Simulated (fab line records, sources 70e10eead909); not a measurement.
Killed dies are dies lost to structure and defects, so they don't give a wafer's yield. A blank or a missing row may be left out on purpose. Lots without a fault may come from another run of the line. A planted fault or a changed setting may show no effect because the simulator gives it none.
fab line records | flow nand_harc
record lots=6 wafers=17 last_day=33
route steps=1302 shown A_WL_FILL@965
lots that met no fault: from a run of the same line without faults
start_h: hours from the record's first day to the start of the lot's first wafer shown | wait_h: hours since the lot's step before | " the same as in the row above | L1.1+2: a row that stands for several wafers | - no value, or no start given | * or withheld: withheld | < > ~ a bound
route shown NAME@n: a module of which the file shows steps, and the number in the route of the first | usual: mean/standard deviation of fault-free wafers | same: alike in all rows | chamber/n: place in a boat | sites: the reading at each site | _std_site: their standard deviation | _edge_site: outer sites' mean less inner sites' | radius_mm: how far each site lies from the wafer's centre | mask NAME#n: copy n | behind: the tool/chamber that last shaped the wafer | hold: why the lot was held/for how many hours/how that ended | device: the transistor (n, p or np) that didn't switch | end of line: the same wafers' tests at the end of the route | a step without rows: its recipe alone | killed: dies lost to structure and defects at the first sort, not the wafer's yield | map: a wafer's dies, x killed, . not, _ none there
set.NAME: the setting as run; set.NAME@STEP: as run at that earlier step | model.NAME: the simulator's own value behind a step, which no gauge read
lots at some steps of the route; a table a step, a row a wafer
services: from which hour (start_h, from the record's first day; less than 0 if before it) a tool's chamber was out of use, for how many hours, and why
## steps
# step NHARC_A_WL_FILL_ALD_10
# recipe target_thk_a=500 pulse_time_s=10 ald_cycles=500 temp_c=300 material=SiO2
# usual heater_power_w=484/45 precursor_pulse_height_rel=1.001/0.019
# columns lot.wafer tool chamber start_h wait_h heater_power_w precursor_pulse_height_rel
L683.4 ald_hk-02 2 508.23 0.0 496 1.033
L683.3 " 0 509.27 1.1 491 1.006
L683.1 " 1 " " 539 0.985
L682.2 ald_hk-03 0 508.74 0.6 396 1.002
L682.4 " 2 509.77 1.6 461 0.997
L693.4 ald_hk-02 3 613.76 0.0 489 1.012
L693.2 " 1 614.80 1.1 526 1.005
L693.6 " 3 615.85 2.1 498 1.002
L696.3 ald_hk-03 0 631.96 1.1 392 0.999
L696.2 " 1 " " 560 0.994
L696.6 " 3 633.49 2.7 462 1.006
L697.3 ald_hk-02 3 674.82 0.6 488 1.006
L697.2 " 0 " " 468 0.978
L697.6 " 3 676.90 2.7 497 1.010
L699.1 ald_hk-03 0 679.50 0.6 399 0.982
L699.4 " 2 680.54 1.6 471 1.013
L699.5 " 3 " " 468 1.020
# step NHARC_A_WL_FILL_ETCHBACK_16
# recipe target_depth_a=1200 time_s=24 c4f8_flow_sccm=withheld o2_flow_sccm=8 ar_flow_sccm=withheld rf_w=600 bias_w=800 chemistry=C4F8/O2/Ar
# usual oes_product_au=0.991/0.023 rf_vpp_V=723/4.8
# columns lot.wafer tool chamber start_h wait_h oes_product_au rf_hours_counter_h rf_vpp_V
L682.2 rie_diel-11 0 - - 1.017 4.3 720
L682.4 " 1 " " 1.029 4.4 720
L683.1 rie_diel-08 1 - - 1.006 3.6 718
L683.4 " 2 " " 0.971 3.7 732
L683.3 " 0 " " 0.991 3.6 722
L693.4 rie_diel-08 0 - - 1.000 1.9 720
L693.2 " 2 " " 0.993 1.8 729
L693.6 " 0 " " 0.998 - 721
L696.2 rie_diel-11 2 - - 1.000 1.0 728
L696.3 " 3 " " 0.996 0.9 716
L696.6 " 2 " " 0.999 - 729
L697.2 rie_diel-08 1 - - 0.969 2.9 719
L697.3 " 2 " " 0.947 3.1 731
L697.6 " 1 " " 0.960 - 718
L699.1 rie_diel-08 2 - - 0.976 3.2 729
L699.4 " 3 " " 1.007 3.5 729
L699.5 " 0 " " 0.992 - 723
# step NHARC_A_WL_FILL_STRIP_29
# recipe time_s=20 o2_flow_sccm=500 ar_flow_sccm=0 bias_w=0 chemistry=O2
# step NHARC_A_WL_FILL_ETCHBACK_17
# recipe target_depth_a=40 time_s=26.7 chemistry=Cl2/BCl3
# usual drypump_motor_current_A=5.3/0.51 oes_product_au=0.997/0.0093
# columns lot.wafer tool chamber start_h wait_h drypump_motor_current_A oes_product_au rf_hours_counter_h
L682.2 rie_metal-02 0 513.05 - 5.4 0.995 0.8
L682.4 " 0 " " 5.4 0.994 -
L683.1 rie_metal-03 1 513.09 - 5.4 1.007 3.3
L683.3 " 1 " " 5.4 1.007 -
L683.4 " 0 " " 4.7 0.990 -
L693.2 rie_metal-03 1 618.64 - 5.4 0.989 1.6
L693.4 " 0 " " 4.7 0.991 -
L693.6 " 0 " " 4.7 0.993 -
L696.2 rie_metal-03 0 635.73 - 4.6 0.998 2.0
L696.3 " 0 " " 4.7 1.008 -
L696.6 " 1 " " 5.3 1.000 -
L697.2 rie_metal-02 0 679.20 - 5.4 1.006 -
L697.3 " 0 " " 5.4 1.004 -
L697.6 " 0 " " 5.4 0.999 -
L699.1 rie_metal-03 0 683.86 - 4.7 0.999 2.6
L699.4 " 1 " " 5.4 0.995 -
L699.5 " 0 " " 4.7 1.002 -
# step NHARC_A_WL_FILL_PRECLEAN_18
# recipe time_s=30 chemistry=dHF
# step NHARC_A_WL_FILL_SRD_21
# step NHARC_A_WL_FILL_CVD_23
# recipe target_thk_a=400 temp_c=620 pressure_mtorr=200 time_s=800 material=poly-Si
# step NHARC_A_WL_FILL_ETCHBACK_26
# recipe target_depth_a=520 time_s=13.3 hbr_flow_sccm=150 rf_w=350 icp_w=350 bias_w=60 chemistry=HBr
# step NHARC_A_WL_FILL_PRECLEAN_30
# recipe time_s=10 chemistry=dHF
# step NHARC_A_WL_FILL_SRD_14
# step NHARC_A_WL_FILL_ALD_19
# recipe target_thk_a=20 pulse_time_s=3 ald_cycles=100 temp_c=450 material=TiN
# usual heater_power_w=1119/92 precursor_pulse_height_rel=1.000/0.02
# columns lot.wafer tool chamber start_h wait_h heater_power_w precursor_pulse_height_rel
L683.1 ald_metal-02 1 518.66 0.1 1248 1.013
L683.4 " 3 " " 1077 0.986
L683.3 " 1 " " 1284 0.986
L682.4 ald_metal-03 3 518.66 0.1 933 0.995
L682.2 " 0 " " 1130 0.967
L693.2 ald_metal-01 3 624.14 0.1 1127 1.040
L693.6 " 2 " " 1210 0.996
L693.4 " 3 " " 1116 1.006
L696.3 ald_metal-02 1 641.19 0.1 1222 1.004
L696.2 " 3 " " 1028 0.997
L696.6 " 1 " " 1217 1.029
L697.2 ald_metal-01 0 684.78 0.1 1034 0.978
L697.3 " 1 " " 1047 0.960
L697.6 " 1 " " 1022 1.024
L699.1 ald_metal-02 1 689.37 0.1 1242 1.006
L699.4 " 3 " " 1022 1.003
L699.5 " 1 " " 1238 1.027
# step NHARC_A_WL_FILL_CVD_20
# recipe target_thk_a=1000 temp_c=400 pressure_torr=40 wf6_flow_sccm=40 h2_flow_sccm=1600 ar_flow_sccm=1560 time_s=74 material=W
# usual chamber_pressure_Torr=40.00/0.098 heater_power_w=841/91 throttle_valve_pct=7.86/0.27
# columns lot.wafer tool chamber start_h wait_h chamber_pressure_Torr heater_power_w throttle_valve_pct
L682.2 cvd_w-01 1 - - 40.08 819 8.32
L682.4 " 1 " " 39.95 800 8.23
L683.1 cvd_w-01 1 - - 39.76 820 7.87
L683.3 " 1 " " 39.77 806 8.14
L683.4 " 1 " " 39.81 810 8.22
L693.2 cvd_w-01 0 - - 39.93 811 8.14
L693.4 " 1 " " 40.09 800 8.50
L693.6 " 0 " " 39.86 808 7.90
L696.2 cvd_w-01 0 - - 40.08 805 7.96
L696.3 " 1 " " 39.99 791 8.48
L696.6 " 0 " " 40.03 804 8.07
L697.2 cvd_w-02 1 - - 39.96 776 7.96
L697.3 " 1 " " 39.92 755 8.05
L697.6 " 0 " " 40.03 1014 7.91
L699.1 cvd_w-02 0 - - 40.04 961 7.86
L699.4 " 0 " " 40.14 996 7.64
L699.5 " 1 " " 40.03 770 7.94
# step NHARC_A_WL_FILL_CMP_12
# recipe t_overpolish_s=30 target_thk_nm=100
# usual edge_zone_pressure_frac=1.000/0.0052 motor_current_A=12.0/1.5 overpolish_run_s=29.999/0.0084 time_to_endpoint_s=19/3.2
# columns lot.wafer tool chamber start_h wait_h edge_zone_pressure_frac motor_current_A overpolish_run_s time_to_endpoint_s
L682.2 cmp-01 1 519.14 0.2 0.998 14.1 30.011 34
L682.4 " 0 " " 0.996 14.1 27.725 37
L683.4 cmp-01 2 519.42 0.1 1.004 11.7 30.005 32
L683.3 " 0 " " 0.992 14.6 25.919 39
L683.1 " 1 " " 0.997 13.8 25.004 40
L693.4 cmp-01 0 624.58 0.1 1.000 14.1 30.011 20
L693.2 " 2 " " 1.005 11.2 30.023 17
L693.6 " 3 " " 1.003 11.1 30.009 21
L696.3 cmp-01 1 641.85 0.1 1.009 14.2 29.999 22
L696.2 " 0 " " 1.004 13.9 29.998 23
L696.6 " 2 " " 0.999 11.8 30.011 20
L697.2 cmp-01 1 685.16 0.1 0.989 13.3 29.994 19
L697.3 " 3 " " 1.006 11.2 30.002 18
L697.6 " 2 " " 1.004 11.5 30.008 14
L699.1 cmp-03 3 689.75 0.1 1.008 10.0 29.990 18
L699.4 " 1 " " 0.988 12.1 30.010 21
L699.5 " 3 " " 1.011 10.5 29.997 21
## services
# columns tool chamber start_h hours kind
ald_metal-02 3 486.09 27.1 repair
cmp-01 - 488.94 2.2 repair
ald_metal-02 2 496.58 27.3 repair
ald_metal-02 0 505.83 65.1 repair
cvd_w-02 1 510.73 3.3 repair
rie_diel-08 1 516.65 3.9 repair
rie_metal-03 - 519.04 9.0 pm
ald_metal-01 - 526.00 10.0 pm
ald_metal-02 3 529.44 12.0 repair
ald_hk-02 - 531.72 10.0 pm
rie_diel-08 - 544.80 9.0 pm
cvd_w-01 - 547.11 13.0 pm
ald_hk-02 - 549.08 0.8 repair
cvd_w-01 - 562.29 0.4 repair
cmp-01 - 568.86 0.6 repair
ald_hk-03 - 570.23 10.0 pm
cmp-01 - 577.50 4.0 pm
rie_diel-08 1 582.08 7.9 repair
rie_diel-08 - 590.59 0.5 repair
cmp-01 - 600.33 12.9 repair
ald_metal-02 - 610.00 10.0 pm
ald_hk-03 - 614.89 0.6 repair
cvd_w-01 0 636.99 3.0 repair
cmp-01 - 675.50 4.0 pm
## key
first_sign step=NHARC_A_WL_FILL_CMP_12 reading=overpolish_run_s direction=down sigmas=99+ usual=29.999 struck=27.733 wafers_moved=3
effect step=NHARC_A_WL_FILL_CMP_12 reading=time_to_endpoint_s direction=up sigmas=5.4 usual=* struck=*
met_at NHARC_A_WL_FILL_CMP_12
struck_wafers L682.2,L682.4,L683.1,L683.3,L683.4
tester_left_out L682,L683
fault kind=process_parameter_drift tool=cmp-01 chamber=- onset_h=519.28 steps=NHARC_A_WL_FILL_CMP_12 channel=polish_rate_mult offset=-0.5 shape=step end_h=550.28
# tester_left_out: of these lots the tester's yield and bins aren't shown, on N5 and GAA mostly nor the transistor test; their killed dies are dies lost to structure and defects alone, not to doping, threshold or leakage, so they don't give the yield
